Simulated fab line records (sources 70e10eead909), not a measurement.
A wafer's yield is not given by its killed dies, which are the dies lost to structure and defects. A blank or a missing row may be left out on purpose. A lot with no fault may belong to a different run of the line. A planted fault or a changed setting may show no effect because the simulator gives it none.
Chamber matching | flow nand_harc | 3 sister chambers for NHARC_A_M1_PRE_CLEAN_32 on pecvd-02
The step time 12 s. 3 wafers are shown with their chamber, then 12 later ones without.

== EACH WAFER AND ITS CHAMBER ==
wafer  | chamber | heater_power_w (W)
L086.4 | 2       | 637
L086.5 | 1       | 644
L086.6 | 0       | 492

== WAFERS WITHOUT THEIR CHAMBER ==
wafer  | heater_power_w (W)
L085.2 | 624
L085.3 | 485
L085.4 | 629
L090.1 | 785
L090.3 | 547
L090.6 | 525
L089.3 | 468
L089.4 | 470
L089.5 | 663
L094.1 | 758
L094.4 | 528
L094.5 | 536

== WHICH CHAMBER EACH ONE RAN IN ==
wafer  | from the rows above          | in truth
L085.2 | can't be placed: 2 or 1      | 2
L085.3 | 0                            | 0
L085.4 | can't be placed: 2 or 1      | 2
L090.1 | can't be placed: 1 or 2      | 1
L090.3 | can't be placed: 0 or 2 or 1 | 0
L090.6 | can't be placed: 0 or 2 or 1 | 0
L089.3 | 0                            | 0
L089.4 | 0                            | 0
L089.5 | can't be placed: 1 or 2      | 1
L094.1 | can't be placed: 1 or 2      | 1
L094.4 | can't be placed: 0 or 2 or 1 | 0
L094.5 | can't be placed: 0 or 2 or 1 | 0
3 of 12 placed correctly. From these rows, 9 cannot be placed; in 9 the true chamber is one of the candidates. Number placed wrongly: 0.
How it was worked out, from the rows above alone: a wafer's distance from a chamber is the root of the sum, over the readings, of the square of ((its reading less the chamber's mean) divided by the reading's scatter). If the next closest chamber is less than 2 further off than the closest, the wafer can't be placed; otherwise it belongs to the closest. For every chamber, the mean is computed from those of its wafers that are shown. The scatter (one wafer shown for each chamber): square how far every hidden wafer sits from the nearest shown wafer, average those squares and take the square root.
